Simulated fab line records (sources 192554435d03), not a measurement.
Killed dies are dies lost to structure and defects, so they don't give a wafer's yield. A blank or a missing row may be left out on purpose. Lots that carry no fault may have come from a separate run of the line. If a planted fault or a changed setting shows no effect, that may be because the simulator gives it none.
fab line records	flow n5Finfet	part 1 of 2: steps 1 to 3 of 6
record: lots: 22	wafers: 66	lastDay: 17
route steps=1938 shown BEOL_M9@1467 BEOL_M10@1490
lots untouched by any fault: they come from a run of this same line in which no faults occurred
startH: start of the lot's first displayed wafer, in hours after the record's first day	waitH: time in hours since the lot's previous step	" unchanged from the row above	L1.1+2: a single row standing in for several wafers	- value missing, or start not given	* or withheld: withheld	< > ~ a bound
route shown NAME@n: a module of which the file shows steps, and the number in the route of the first	usual: mean/standard deviation of fault-free wafers	same: alike in all rows	chamber/n: place in a boat	sites: each site's reading	_std_site: how widely they spread, as a standard deviation	_edge_site: the outer-site mean with the inner-site mean subtracted	radiusMm: for every site, how far away it sits from the centre of the wafer	mask NAME#n: copy n	behind: the tool/chamber that last shaped the wafer	hold: the reason the lot was held/the length of the hold in hours/how it ended	device: whichever transistor did not switch (one of n, p or np)	end of line: the tests these same wafers got at the end of their route	a step without rows: its recipe alone	killed: count of dies lost to structure and defects at first sort (not the wafer's yield)	map: the dies of a wafer, with x for killed, . for not killed, _ for no die there
set.NAME: the run value of the setting; set.NAME@STEP: its run value at that earlier step	model.NAME: the simulator's own value behind a step, which no gauge read
route steps across a sampled set of lots; one table per step, one row per wafer
services: when a tool's chamber went out of use (startH, in hours from the record's first day, below 0 if earlier), for how many hours, and the reason
== steps ==
step: N5_BEOL_M9_DEP_56
recipe: material: SiCN	targetThkA: 150	tempC: withheld	precursor: 3MS/NH3	pressureTorr: 3	rfW: 202	timeS: 26.5
usual: showerheadPlenumPTorr: 3.668/0.018	throttleValvePct: 9.0/0.55
lot.wafer	tool	chamber	startH	waitH	showerheadPlenumPTorr	throttleValvePct
L074.1	pecvd-01	1	211.81	0.0	3.679	10.0
L074.3	"	1	"	"	3.673	9.8
L074.6	"	0	"	"	3.686	8.5
L075.1	pecvd-04	1	229.98	0.0	3.676	9.0
L075.4	"	2	"	"	3.665	9.0
L075.5	"	0	"	"	3.657	8.3
L077.2	pecvd-02	2	230.53	0.0	3.651	8.5
L077.3	"	1	"	"	3.693	10.3
L077.6	"	2	"	"	3.648	8.5
L076.4	pecvd-04	1	234.31	0.0	3.683	9.2
L076.5	"	1	"	"	3.670	8.9
L076.6	"	2	"	"	3.655	9.1
L081.2	pecvd-02	0	244.15	0.0	3.666	8.5
L081.3	"	1	"	"	3.690	10.1
L081.6	"	1	"	"	3.692	10.4
L079.1	pecvd-01	1	245.42	0.0	3.676	9.7
L079.4	"	0	"	"	3.702	8.8
L079.5	"	1	"	"	3.677	9.9
L080.3	pecvd-04	0	255.74	0.0	3.652	8.8
L080.4	"	2	"	"	3.671	8.9
L080.5	"	0	"	"	3.657	8.6
L082.3	pecvd-04	2	260.59	0.0	3.664	9.1
L082.5	"	2	"	"	3.665	9.1
L082.6	"	0	"	"	3.654	8.6
L083.2	pecvd-04	0	267.98	0.0	3.656	8.7
L083.3	"	1	"	"	3.666	9.2
L083.5	"	2	"	"	3.666	9.0
L084.2	pecvd-04	1	288.87	0.0	3.662	9.0
L084.3	"	2	"	"	3.667	9.0
L084.5	"	0	"	"	3.656	8.6
L088.4	pecvd-01	1	293.92	0.0	3.676	10.0
L088.5	"	2	"	"	3.633	8.4
L088.6	"	0	"	"	3.692	9.1
L085.1	pecvd-01	0	294.09	0.0	3.690	9.0
L085.4	"	2	"	"	3.632	8.0
L085.5	"	0	"	"	3.693	9.0
L086.2	pecvd-04	1	296.21	0.0	3.665	9.0
L086.3	"	2	"	"	3.668	9.2
L086.6	"	1	"	"	3.671	8.8
L087.1	pecvd-04	2	308.20	0.0	3.666	9.0
L087.5	"	2	"	"	3.658	8.8
L087.6	"	0	"	"	3.636	8.5
L089.1	pecvd-04	1	316.28	0.0	3.674	8.9
L089.3	"	2	"	"	3.669	9.1
L089.5	"	2	"	"	3.665	9.1
L090.4	pecvd-04	2	317.98	0.0	3.666	9.0
L090.5	"	0	"	"	3.653	8.5
L090.6	"	2	"	"	3.674	9.1
L092.1	pecvd-04	2	318.85	0.0	3.667	9.1
L092.2	"	0	"	"	3.655	8.3
L092.3	"	2	"	"	3.667	8.9
L091.2	pecvd-01	1	319.46	0.0	3.671	9.7
L091.4	"	2	"	"	3.638	8.1
L091.6	"	1	"	"	3.679	10.1
L093.2	pecvd-01	0	326.32	0.0	3.687	9.0
L093.4	"	2	"	"	3.637	8.4
L093.5	"	0	"	"	3.688	8.8
L094.1	pecvd-04	1	345.08	0.0	3.679	9.1
L094.4	"	2	"	"	3.674	9.0
L094.5	"	0	"	"	3.650	8.7
L096.2	pecvd-01	0	351.21	0.0	3.697	8.7
L096.4	"	0	"	"	3.699	9.1
L096.5	"	1	"	"	3.668	9.7
L095.2	pecvd-02	2	351.36	0.0	3.652	8.3
L095.5	"	2	"	"	3.648	8.5
L095.6	"	0	"	"	3.672	8.5
step: N5_BEOL_M10_STRIP_67
recipe: chemistry: CF4	resist: SiARC	powerW: 300	biasPowerW: 75	pressureMtorr: 50	cf4FlowSccm: 150	rfFrequencyHz: 6e+07
usual: drypumpMotorCurrentA: 5.5/0.41	oesProductAu: 0.80/0.087	rfVppV: 270.6/1.3	showerheadPlenumPTorr: 1.77/0.048	throttleValvePct: 13.61/0.24
lot.wafer	tool	chamber	startH	waitH	drypumpMotorCurrentA	oesProductAu	rfHoursCounterH	rfVppV	showerheadPlenumPTorr	throttleValvePct
L074.1	rieDiel-06	1	214.24	0.0	6.2	0.88	53	270.9	1.76	13.71
L074.3	"	0	"	"	5.7	0.93	8	270.8	1.74	13.14
L074.6	"	2	"	"	5.5	0.74	-	269.4	1.78	13.85
L075.1	rieDiel-06	0	232.48	0.0	5.7	0.92	16	270.5	1.74	13.14
L075.4	"	1	"	"	6.2	0.86	60	270.7	1.75	13.73
L075.5	"	1	"	"	6.2	0.87	-	270.2	1.75	13.75
L077.2	rieDiel-02	3	232.90	0.0	5.2	0.83	67	270.4	1.76	13.70
L077.3	"	0	"	"	5.9	0.71	247	272.6	1.85	13.74
L077.6	"	2	"	"	4.8	0.74	-	272.7	1.83	13.53
L076.4	rieDiel-02	0	236.42	0.0	5.9	0.70	249	272.1	1.85	13.74
L076.5	"	0	"	"	5.9	0.71	-	272.1	1.85	13.75
L076.6	"	1	"	"	5.7	0.70	-	269.1	1.71	13.60
L081.2	rieDiel-02	1	246.59	0.0	5.7	0.70	224	270.3	1.71	13.62
L081.3	"	3	"	"	5.2	0.83	72	269.4	1.76	13.68
L081.6	"	3	"	"	5.2	0.82	-	269.3	1.76	13.70
L079.1	rieDiel-06	1	247.93	0.0	6.2	0.86	66	270.2	1.75	13.75
L079.4	"	1	"	"	6.2	0.86	-	269.3	1.75	13.73
L079.5	"	3	"	"	5.5	0.84	-	269.8	1.75	13.52
L080.3	rieDiel-06	3	258.22	0.0	5.5	0.82	94	271.6	1.75	13.54
L080.4	"	3	"	"	5.5	0.82	-	269.8	1.75	13.55
L080.5	"	2	"	"	5.5	0.73	-	271.1	1.78	13.89
L082.3	rieDiel-02	2	262.39	0.0	4.8	0.73	211	272.2	1.82	13.57
L082.5	"	1	"	"	5.7	0.69	-	269.5	1.71	13.62
L082.6	"	3	"	"	5.2	0.82	-	269.8	1.75	13.73
L083.2	rieDiel-06	0	271.28	0.0	5.7	0.89	26	270.1	1.73	13.17
L083.3	"	3	"	"	5.5	0.81	99	271.2	1.74	13.56
L083.5	"	0	"	"	5.7	0.89	-	269.2	1.73	13.17
L084.2	rieDiel-04	1	292.73	0.0	5.1	0.72	194	269.8	1.71	13.93
L084.3	"	3	"	"	5.5	0.75	159	269.4	1.72	13.70
L084.5	"	2	"	"	6.0	0.68	-	270.7	1.75	13.75
L088.4	rieDiel-02	3	295.50	0.0	5.2	0.80	92	269.1	1.75	13.74
L088.5	"	2	"	"	4.8	0.72	-	272.4	1.82	13.59
L088.6	"	1	"	"	5.6	0.69	-	269.6	1.70	13.66
L085.1	rieDiel-02	3	296.07	0.0	5.2	0.80	92	269.4	1.75	13.75
L085.4	"	2	"	"	4.8	0.72	224	272.0	1.82	13.59
L085.5	"	1	"	"	5.6	0.69	-	269.7	1.70	13.65
L086.2	rieDiel-02	2	300.60	0.0	4.8	0.71	226	271.8	1.82	13.61
L086.3	"	3	"	"	5.2	0.80	94	269.5	1.75	13.76
L086.6	"	1	"	"	5.7	0.69	-	268.1	1.70	13.65
L087.1	rieDiel-02	3	310.42	0.0	5.2	0.80	97	271.1	1.75	13.76
L087.5	"	3	"	"	5.2	0.80	-	271.3	1.75	13.76
L087.6	"	0	"	"	5.9	0.94	-	270.5	1.85	13.25
L089.1	rieDiel-06	0	319.39	0.0	5.7	0.86	45	269.8	1.73	13.22
L089.3	"	2	"	"	5.5	0.71	230	270.4	1.77	13.94
L089.5	"	3	"	"	5.5	0.80	-	270.3	1.74	13.59
L090.4	rieDiel-02	0	320.92	0.0	5.9	0.93	-	273.6	1.85	13.26
L090.5	"	2	"	"	4.8	0.72	-	272.2	1.82	13.63
L090.6	"	3	"	"	5.2	0.79	-	270.3	1.75	13.75
L092.1	rieDiel-04	1	321.14	0.0	5.1	0.71	206	270.0	1.70	13.96
L092.2	"	0	"	"	6.1	0.95	7	272.2	1.81	13.14
L092.3	"	2	"	"	6.0	0.98	1	268.7	1.75	13.18
L091.2	rieDiel-06	1	322.27	0.0	6.2	0.83	92	270.3	1.75	13.81
L091.4	"	3	"	"	5.5	0.80	117	270.3	1.74	13.59
L091.6	"	1	"	"	6.1	0.83	-	270.2	1.74	13.82
L093.2	rieDiel-02	3	328.90	0.0	5.2	0.79	105	268.9	1.75	13.77
L093.4	"	0	"	"	5.9	0.92	-	271.7	1.85	13.26
L093.5	"	2	"	"	4.8	0.71	-	272.9	1.82	13.64
L094.1	rieDiel-02	2	349.32	0.0	4.8	0.71	244	272.9	1.81	13.64
L094.4	"	1	"	"	5.6	0.97	4	273.2	1.91	13.15
L094.5	"	2	"	"	4.8	0.71	-	271.9	1.81	13.64
L096.2	rieDiel-04	0	354.06	0.0	6.1	0.91	18	271.5	1.81	13.16
L096.4	"	1	"	"	5.1	0.70	218	270.6	1.70	13.98
L096.5	"	0	"	"	6.1	0.91	-	271.8	1.81	13.18
L095.2	rieDiel-04	1	354.31	0.0	5.2	0.70	218	267.7	1.70	13.99
L095.5	"	0	"	"	6.1	0.91	-	270.5	1.81	13.14
L095.6	"	3	"	"	5.5	0.73	-	269.8	1.72	13.76
step: N5_BEOL_M10_ETCH_65
recipe: chemistry: CF4	target: SiARC	targetDepthA: 390	maskMaterial: CAR-ArF	timeS: 65	ionEnergyEv: 80	pressureMtorr: 40	sourceW: 545	biasW: 36	Ar_flow_sccm: 100	cf4FlowSccm: 100	ends: cleared
usual: drypumpMotorCurrentA: 5.5/0.41	etchRfOnTimeS: 65.0/2	mfcArSccm: 100.01/0.28	oesProductAu: 0.66/0.07	rfVppV: 183.7/1.1	showerheadPlenumPTorr: 2.10/0.054	throttleValvePct: 15.65/0.21
lot.wafer	tool	chamber	startH	waitH	drypumpMotorCurrentA	etchRfOnTimeS	mfcArSccm	oesProductAu	rfHoursCounterH	rfVppV	showerheadPlenumPTorr	throttleValvePct
L074.1	rieDiel-02	2	215.00	0.0	4.8	66.6	99.63	0.62	190	183.4	2.18	15.47
L074.3	"	1	"	"	5.7	66.4	100.06	0.61	210	182.6	2.03	15.54
L074.6	"	1	"	"	5.7	66.5	99.96	0.60	-	182.8	2.03	15.54
L075.1	rieDiel-04	2	233.72	0.0	6.0	66.3	99.46	0.58	227	183.0	2.10	15.67
L075.4	"	3	"	"	5.5	61.6	100.45	0.66	141	181.1	2.08	15.73
L075.5	"	0	"	"	6.1	65.5	100.05	0.60	-	184.4	2.18	15.66
L077.2	rieDiel-02	0	233.77	0.0	5.9	66.1	100.20	0.60	247	184.2	2.21	15.69
L077.3	"	1	"	"	5.6	65.6	99.75	0.60	218	182.5	2.03	15.54
L077.6	"	3	"	"	5.2	62.3	100.36	0.73	-	184.0	2.09	15.73
L076.4	rieDiel-02	3	237.51	0.0	5.2	61.8	100.19	0.73	69	183.4	2.09	15.73
L076.5	"	1	"	"	5.6	64.3	99.89	0.60	-	183.8	2.03	15.55
L076.6	"	0	"	"	5.9	66.1	100.12	0.59	-	186.2	2.20	15.72
L081.2	rieDiel-02	2	247.49	0.0	4.8	65.9	100.02	0.62	204	184.6	2.17	15.49
L081.3	"	1	"	"	5.7	64.6	99.58	0.60	224	181.3	2.03	15.56
L081.6	"	2	"	"	4.8	66.2	99.85	0.62	-	184.5	2.17	15.51
L079.1	rieDiel-06	3	249.16	0.0	5.5	65.3	99.72	0.70	90	183.9	2.09	15.61
L079.4	"	2	"	"	5.5	68.7	100.12	0.61	-	184.3	2.12	15.89
L079.5	"	1	"	"	6.2	66.0	100.96	0.72	-	183.4	2.08	15.78
L080.3	rieDiel-02	3	259.13	0.0	5.2	62.3	100.15	0.72	78	183.9	2.09	15.75
L080.4	"	2	"	"	4.8	66.3	100.14	0.61	-	183.7	2.17	15.50
L080.5	"	3	"	"	5.2	62.4	100.32	0.72	-	182.5	2.09	15.73
L082.3	rieDiel-02	1	263.15	0.0	5.6	65.7	100.13	0.59	231	180.8	2.03	15.56
L082.5	"	2	"	"	4.8	65.9	100.11	0.62	-	185.5	2.17	15.51
L082.6	"	3	"	"	5.2	62.1	99.77	0.71	-	183.5	2.09	15.77
L083.2	rieDiel-02	1	274.59	0.0	5.6	66.0	100.16	0.59	236	184.0	2.02	15.58
L083.3	"	2	"	"	4.8	66.4	99.78	0.61	217	185.1	2.17	15.52
L083.5	"	3	"	"	5.2	62.5	100.00	0.71	-	184.3	2.09	15.78
L084.2	rieDiel-04	1	293.63	0.0	5.1	64.6	99.93	0.61	195	182.1	2.05	16.00
L084.3	"	3	"	"	5.5	62.6	99.93	0.65	160	183.2	2.07	15.76
L084.5	"	1	"	"	5.1	64.9	99.89	0.61	-	183.3	2.05	15.98
L088.4	rieDiel-02	2	296.91	0.0	4.8	67.1	99.51	0.61	224	185.4	2.17	15.55
L088.5	"	0	"	"	5.9	65.0	100.15	0.82	-	185.5	2.20	15.30
L088.6	"	3	"	"	5.2	61.9	100.07	0.70	-	183.7	2.08	15.80
L085.1	rieDiel-06	2	297.17	0.0	5.5	68.9	100.02	0.59	221	183.0	2.11	15.91
L085.4	"	0	"	"	5.7	61.8	100.03	0.77	36	183.0	2.09	15.31
L085.5	"	1	"	"	6.1	65.2	100.52	0.72	-	183.0	2.08	15.80
L086.2	rieDiel-04	2	302.10	0.0	6.0	66.6	99.66	0.57	253	183.3	2.10	15.74
L086.3	"	1	"	"	5.1	64.3	100.08	0.61	199	182.6	2.05	16.00
L086.6	"	1	"	"	5.1	65.0	100.01	0.61	-	183.7	2.05	16.00
L087.1	rieDiel-06	2	313.21	0.0	5.5	69.6	100.41	0.58	227	183.4	2.11	15.92
L087.5	"	0	"	"	5.7	62.7	99.94	0.76	-	184.4	2.08	15.32
L087.6	"	1	"	"	6.2	65.6	100.35	0.71	-	182.8	2.07	15.83
L089.1	rieDiel-02	2	320.11	0.0	4.8	65.9	99.71	0.60	232	184.9	2.17	15.56
L089.3	"	0	"	"	5.9	65.4	100.17	0.80	13	183.7	2.20	15.30
L089.5	"	0	"	"	5.9	64.9	99.87	0.81	-	185.1	2.20	15.30
L090.4	rieDiel-04	3	323.21	0.0	5.5	62.6	99.53	0.64	172	182.7	2.07	15.79
L090.5	"	1	"	"	5.1	65.1	100.48	0.60	-	182.8	2.04	16.03
L090.6	"	0	"	"	6.1	64.4	100.00	0.81	-	184.6	2.17	15.21
L092.1	rieDiel-02	0	323.39	0.0	5.9	65.9	100.23	0.79	15	183.7	2.20	15.33
L092.2	"	3	"	"	5.2	63.1	100.36	0.69	102	183.5	2.08	15.81
L092.3	"	2	"	"	4.8	66.8	100.12	0.60	234	184.9	2.16	15.56
L091.2	rieDiel-06	2	323.44	0.0	5.5	69.6	100.74	0.59	232	183.8	2.11	15.94
L091.4	"	1	"	"	6.2	66.3	99.89	0.70	93	184.4	2.07	15.85
L091.6	"	3	"	"	5.5	66.2	99.84	0.68	-	181.9	2.08	15.65
L093.2	rieDiel-06	1	330.35	0.0	6.2	66.0	99.80	0.70	94	183.3	2.07	15.85
L093.4	"	2	"	"	5.5	69.6	99.86	0.59	234	184.1	2.11	15.95
L093.5	"	2	"	"	5.5	69.2	100.25	0.59	-	183.5	2.10	15.95
L094.1	rieDiel-06	0	350.21	0.0	5.7	62.7	99.63	0.74	55	183.1	2.08	15.34
L094.4	"	3	"	"	5.5	65.6	100.37	0.67	125	182.9	2.08	15.67
L094.5	"	3	"	"	5.5	65.9	99.66	0.67	-	183.5	2.08	15.68
L096.2	rieDiel-02	2	354.70	0.0	4.8	66.2	99.80	0.60	246	184.6	2.16	15.58
L096.4	"	0	"	"	5.9	64.2	99.52	0.77	28	185.9	2.19	15.34
L096.5	"	2	"	"	4.9	66.1	100.18	0.60	-	184.9	2.16	15.57
L095.2	rieDiel-06	0	355.07	0.0	5.7	62.0	100.61	0.74	58	183.2	2.08	15.34
L095.5	"	2	"	"	5.5	68.5	99.80	0.58	-	183.8	2.10	15.95
L095.6	"	3	"	"	5.5	65.4	99.94	0.67	-	182.7	2.08	15.67
